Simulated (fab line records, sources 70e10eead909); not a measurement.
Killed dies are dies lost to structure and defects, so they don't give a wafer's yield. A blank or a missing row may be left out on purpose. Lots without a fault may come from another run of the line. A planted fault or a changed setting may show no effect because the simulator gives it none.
Which tool did it? | flow nand_harc | 13 lots, 39 wafers sampled, at 5 steps of a route of 1302

WHAT THE GAUGES READ, wafer by wafer
NHARC_A_BLC_INSPECT_12.
lot  | measured     | on                | raw_defect_count
L773 | day 22 22:25 | defect_inspect-02 | 97 105 105
L774 | day 22 23:37 | defect_inspect-01 | 59 45 45
L776 | day 23 16:27 | defect_inspect-01 | 50 72 59
L775 | day 23 17:31 | defect_inspect-02 | 71 74 79
L785 | day 27 08:11 | defect_inspect-02 | 91 112 78
L784 | day 27 11:04 | defect_inspect-01 | 107 85 74
L789 | day 29 01:38 | defect_inspect-02 | 137 150 127
L791 | day 30 17:01 | defect_inspect-01 | 119 122 104
L792 | day 31 00:23 | defect_inspect-02 | 107 119 98
L794 | day 31 08:23 | defect_inspect-02 | 92 76 81
L793 | day 31 09:26 | defect_inspect-02 | 97 87 78
L795 | day 32 06:39 | defect_inspect-01 | 84 83 76
L796 | day 32 07:13 | defect_inspect-01 | 73 66 68

NHARC_A_M0_INSPECT_11.
lot  | measured     | on                | raw_defect_count
L773 | day 23 02:29 | defect_inspect-01 | 96 107 105
L774 | day 23 03:41 | defect_inspect-02 | 59 44 42
L776 | day 23 20:28 | defect_inspect-02 | 50 70 60
L775 | day 23 21:35 | defect_inspect-02 | 71 75 80
L785 | day 27 12:05 | defect_inspect-01 | 92 111 77
L784 | day 27 15:14 | defect_inspect-02 | 107 88 74
L789 | day 29 05:51 | defect_inspect-01 | 142 145 125
L791 | day 30 21:03 | defect_inspect-01 | 115 123 104
L792 | day 31 04:26 | defect_inspect-01 | 110 120 97
L794 | day 31 12:57 | defect_inspect-01 | 88 77 80
L793 | day 31 13:28 | defect_inspect-02 | 95 84 81
L795 | day 32 10:41 | defect_inspect-01 | 82 76 74
L796 | day 32 11:10 | defect_inspect-01 | 71 73 63

NHARC_END_SORT_01.
lot  | measured     | on        | defect_limited_yield (%) | killed_at_array | killed_at_other | killed_at_periphery | killed_dies | killed_open | killed_short
L773 | day 24 22:46 | prober-01 | 91.3 90.7 90.8           | 55 60 59        | 0 0 1           | 4 3 2               | 59 63 62    | 2 3 2       | 1 2 1
L774 | day 25 01:29 | prober-02 | 92.2 93.4 94.1           | 50 34 32        | 0 1 0           | 3 10 8              | 53 45 40    | 2 3 5       | 4 4 1
L776 | day 25 11:32 | prober-02 | 93.1 91.1 92.8           | 43 55 44        | 1 1 3           | 3 4 2               | 47 60 49    | 2 4 1       | 3 1 2
L775 | day 25 13:08 | prober-01 | 91.7 90.0 90.3           | 53 61 65        | 0 0 0           | 3 7 1               | 56 68 66    | 3 5 2       | 3 4 4
L785 | day 29 04:52 | prober-01 | 88.5 88.5 90.4           | 72 76 62        | 1 0 1           | 5 2 2               | 78 78 65    | 4 2 4       | 5 1 3
L784 | day 29 04:04 | prober-02 | 91.1 90.8 93.2           | 58 60 43        | 1 1 1           | 1 1 2               | 60 62 46    | 1 2 2       | 3 6 1
L789 | day 31 02:38 | prober-01 | 84.2 84.8 86.0           | 101 99 86       | 0 0 0           | 6 4 9               | 107 103 95  | 2 2 2       | 2 3 4
L791 | day 32 18:13 | prober-01 | 87.0 86.6 88.0           | 84 88 74        | 3 1 1           | 1 2 6               | 88 91 81    | 8 3 2       | 2 1 5
L792 | day 33 04:09 | prober-02 | 86.9 86.3 87.3           | 82 86 78        | 4 2 4           | 3 5 4               | 89 93 86    | 4 2 6       | 3 1 6
L794 | day 33 04:07 | prober-01 | 87.9 90.4 90.0           | 75 62 66        | 3 1 1           | 4 2 1               | 82 65 68    | 5 1 2       | 3 3 3
L793 | day 33 11:55 | prober-02 | 90.4 89.5 90.4           | 59 64 65        | 2 2 0           | 4 5 0               | 65 71 65    | 7 6 3       | 2 1 5
L795 | day 34 01:17 | prober-02 | 91.1 89.5 92.2           | 60 68 52        | 0 1 0           | 0 2 1               | 60 71 53    | 1 6 3       | 0 4 1
L796 | day 34 01:14 | prober-01 | 90.8 92.0 91.4           | 59 50 55        | 1 2 1           | 2 2 2               | 62 54 58    | 0 1 6       | 3 1 2

WHICH TOOL RAN EACH LOT (tool, then ch and the chambers of the sampled wafers, then the start)
lot  | NHARC_A_M0_SOFTBAKE_04            | NHARC_A_M0_ETCH_34
L773 | litho_track-04 ch 0, day 23 01:00 | rie_diel-10 ch 1,3, day 23 02:37
L774 | litho_track-04 ch 0, day 23 03:00 | rie_diel-09 ch 0,1,3, day 23 03:51
L776 | litho_track-06 ch 0, day 23 19:00 | rie_diel-09 ch 0,1,3, day 23 20:38
L775 | litho_track-06 ch 0, day 23 21:00 | rie_diel-09 ch 1,2,3, day 23 21:45
L785 | litho_track-06 ch 0, day 27 11:00 | rie_diel-09 ch 0,1,2, day 27 12:14
L784 | litho_track-06 ch 0, day 27 14:00 | rie_diel-02 ch 1,2,3, day 27 15:23
L789 | litho_track-04 ch 0, day 29 05:00 | rie_diel-02 ch 0,1, day 29 06:01
L791 | litho_track-04 ch 0, day 30 20:00 | rie_diel-02 ch 0,2,3, day 30 21:13
L792 | litho_track-06 ch 0, day 31 03:00 | rie_diel-02 ch 1,2,3, day 31 04:35
L794 | litho_track-01 ch 0, day 31 12:00 | rie_diel-02 ch 0,1,3, day 31 13:06
L793 | litho_track-01 ch 0, day 31 12:00 | rie_diel-02 ch 0,1,3, day 31 13:37
L795 | litho_track-01 ch 0, day 32 10:00 | rie_diel-09 ch 0,2,3, day 32 10:50
L796 | litho_track-01 ch 0, day 32 10:00 | rie_diel-09 ch 0,1,3, day 32 11:26
- NHARC_A_M0_SOFTBAKE_04: time 55 s.
- NHARC_A_M0_ETCH_34: etches the open film in N2/H2, target depth 40 nm, overetch 12 nm, time 43.94 s.

WHAT THE TOOLS THEMSELVES READ (means of the sampled wafers that have a number; where no wafer has one, the mark that the record gives instead)
NHARC_A_M0_SOFTBAKE_04.
lot  | tool           | heater_power_total_W (W)
L773 | litho_track-04 | 188.66
L774 | litho_track-04 | 188.39
L776 | litho_track-06 | 188.39
L775 | litho_track-06 | 188.52
L785 | litho_track-06 | 233.38
L784 | litho_track-06 | 278.13
L789 | litho_track-04 | 188.42
L791 | litho_track-04 | 188.32
L792 | litho_track-06 | 188.55
L794 | litho_track-01 | 188.33
L793 | litho_track-01 | 188.37
L795 | litho_track-01 | 188.37
L796 | litho_track-01 | 188.45

NHARC_A_M0_ETCH_34.
lot  | tool        | bias_w (W) | drypump_motor_current_A (A) | oes_product_au (a.u.) | rf_vpp_V (V) | showerhead_plenum_p_Torr (Torr) | throttle_valve_pct (%)
L773 | rie_diel-10 | 149.9      | 5.4                         | 1.013                 | 431.1        | 2.05                            | 14.172
L774 | rie_diel-09 | 149.9      | 5.8                         | 1.019                 | 430.8        | 2.04                            | 14.169
L776 | rie_diel-09 | 150.1      | 5.8                         | 1.014                 | 429.4        | 2.04                            | 14.175
L775 | rie_diel-09 | 150.2      | 5.9                         | 1.012                 | 429.8        | 2.02                            | 14.170
L785 | rie_diel-09 | 150.1      | 6.1                         | 0.989                 | 431.5        | 2.05                            | 14.177
L784 | rie_diel-02 | 150.1      | 5.7                         | 1.004                 | 429.3        | 2.00                            | 14.162
L789 | rie_diel-02 | 149.7      | 5.9                         | 1.005                 | 430.4        | 2.04                            | 14.177
L791 | rie_diel-02 | 149.6      | 5.8                         | 1.004                 | 428.3        | 1.98                            | 14.167
L792 | rie_diel-02 | 150.1      | 5.7                         | 1.009                 | 429.3        | 2.00                            | 14.171
L794 | rie_diel-02 | 150.1      | 6.0                         | 1.005                 | 429.2        | 1.99                            | 14.170
L793 | rie_diel-02 | 149.9      | 6.0                         | 1.005                 | 428.4        | 1.99                            | 14.171
L795 | rie_diel-09 | 149.9      | 5.9                         | 0.998                 | 432.2        | 2.09                            | 14.170
L796 | rie_diel-09 | 150.1      | 5.8                         | 0.999                 | 430.7        | 2.04                            | 14.173

THE ANSWER, worked out from the rows above alone
Rule: what is usual is taken from the lots themselves. Put in order of their means at a reading, lots are off if they are a third of the lots or fewer, leave a main group of 4 or more, and stand apart from it by a gap of 3 or more times the standard deviation of the main group's means; of several such gaps the widest counts. A main group whose means are all the same, to the digits that the tables above print for the reading, isn't used. A lot without any number at a reading at which 4 lots or more have one is off too. The other lots that the step has rows for count as sound. The gauges are gone through in route order, then the tools' own readings, and for those a lot's mean is taken as printed above. The first step at which some lot is off is used, and at that step the reading that is off furthest; a lot without a number counts as furthest.
Off: L785, L784, at NHARC_A_M0_SOFTBAKE_04 (heater_power_total_W). The main group: mean 188.43 W, standard deviation 0.099.
A tool fits if, at that step or a process step before it, it ran every lot that is off, and no sound lot after the first of them. None of those tried fits.

WHAT THE SIMULATOR HAD PUT IN
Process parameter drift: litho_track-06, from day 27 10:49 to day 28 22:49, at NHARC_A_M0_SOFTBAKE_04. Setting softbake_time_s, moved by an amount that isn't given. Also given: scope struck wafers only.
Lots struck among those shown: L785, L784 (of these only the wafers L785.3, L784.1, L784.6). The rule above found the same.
